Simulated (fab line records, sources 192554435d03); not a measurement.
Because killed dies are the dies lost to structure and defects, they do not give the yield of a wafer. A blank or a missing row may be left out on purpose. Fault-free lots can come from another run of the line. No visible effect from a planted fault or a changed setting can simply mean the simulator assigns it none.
The tool behind it: which one? ; flow n5-finfet ; Sampling: 24 lots, 72 wafers, 2 of 1938 route steps

WHAT EACH GAUGE READ, for each wafer
N5_BEOL_M2_OCD_MEAS_38.
lot;measured;on;trench-depth-nm (nm)
L074;day 6 15:44;ocd-01;55.7 55.9 57.0
L075;day 7 06:10;ocd-02;54.3 55.9 54.3
L077;day 7 09:46;ocd-01;53.4 55.0 53.2
L076;day 7 18:11;ocd-02;55.5 54.4 54.0
L078;day 7 22:05;ocd-02;55.5 56.0 56.6
L079;day 8 00:02;ocd-02;55.0 54.9 54.5
L080;day 8 02:23;ocd-01;55.4 56.3 55.9
L081;day 9 12:40;ocd-01;54.2 54.5 54.7
L084;day 9 12:41;ocd-02;55.9 56.3 56.8
L083;day 9 15:37;ocd-02;55.7 56.9 54.7
L082;day 9 16:34;ocd-01;56.0 55.4 55.7
L085;day 9 18:49;ocd-01;55.4 53.4 55.4
L086;day 10 01:27;ocd-01;55.1 56.2 56.1
L087;day 10 08:14;ocd-01;54.4 56.4 54.7
L088;day 10 10:29;ocd-01;55.4 54.6 55.1
L089;day 10 13:52;ocd-01;54.9 55.2 56.5
L090;day 11 07:00;ocd-01;53.6 55.4 56.8
L092;day 11 12:34;ocd-02;56.6 57.3 55.1
L091;day 11 16:00;ocd-02;55.0 53.8 55.6
L093;day 11 18:30;ocd-01;55.3 56.9 53.5
L094;day 11 21:17;ocd-02;54.9 54.7 55.4
L095;day 12 09:14;ocd-02;54.4 55.7 54.9
L096;day 12 12:52;ocd-01;55.1 55.7 55.2
L097;day 12 13:08;ocd-01;56.7 56.1 54.9

N5_BEOL_M2_CD_MEAS_35: target cd 18 nm, target cd y 22.2 nm.
lot;measured;on;cd-nm (nm)
L074;day 6 15:53;cd-sem-02;18.34 18.57 18.10
L075;day 7 06:19;cd-sem-02;18.46 17.91 18.16
L077;day 7 09:56;cd-sem-03;18.23 18.22 18.17
L076;day 7 18:20;cd-sem-03;18.47 18.38 18.54
L078;day 7 22:14;cd-sem-03;17.86 18.06 17.84
L079;day 8 00:11;cd-sem-01;18.26 17.95 18.17
L080;day 8 02:38;cd-sem-03;17.83 18.13 17.60
L081;day 9 12:49;cd-sem-01;18.06 17.91 18.08
L084;day 9 12:50;cd-sem-01;17.92 17.87 17.86
L083;day 9 15:47;cd-sem-03;18.31 18.08 18.48
L082;day 9 16:49;cd-sem-03;18.00 17.52 17.92
L085;day 9 18:58;cd-sem-03;17.71 18.12 17.63
L086;day 10 01:42;cd-sem-01;18.34 18.20 17.93
L087;day 10 08:23;cd-sem-03;17.73 17.91 17.76
L088;day 10 10:38;cd-sem-01;17.94 18.28 18.38
L089;day 10 14:01;cd-sem-01;17.59 18.05 18.01
L090;day 11 07:10;cd-sem-02;18.15 18.02 17.95
L092;day 11 12:44;cd-sem-02;17.89 17.77 17.95
L091;day 11 16:10;cd-sem-01;17.78 18.16 17.85
L093;day 11 18:39;cd-sem-01;18.08 17.67 18.23
L094;day 11 21:27;cd-sem-02;17.53 18.14 18.56
L095;day 12 09:23;cd-sem-01;17.94 17.91 18.27
L096;day 12 13:01;cd-sem-03;18.31 17.62 17.68
L097;day 12 13:17;cd-sem-02;17.99 17.90 17.54

TOOL THAT RAN EACH LOT (tool first, then ch and the chambers of the sampled wafers, then the start)
The record holds no process step before these readings.

AS READ BY THE TOOLS THEMSELVES (means over the sampled wafers that have a number; for cases with no such wafer, the mark the record gives instead)
The record holds no such reading with a usual standard deviation.

THE ANSWER, worked out from the rows above alone
Rule: the lots themselves supply what counts as usual. The widest of any qualifying gaps counts: lots, ordered by their means at a reading, are off when they make up no more than a third of the lots, leave a main group of 4 or more, and stand apart from it by 3 or more times the standard deviation of that group's means. The tables above print the reading to a certain number of digits; a main group whose means all agree to those digits is not used. Also off: a lot with no number at a reading for which 4 or more lots have one. Any other lot the step has rows for is counted as sound. After the gauges, taken in route order, come the tools' own readings; for these a lot's mean is taken, as printed above. The first step at which some lot is off is used, and at that step the reading that is off furthest; a lot without a number counts as furthest.
Nothing can be told from this: no lot is off at any reading shown.

WHAT WAS PUT IN BY THE SIMULATOR
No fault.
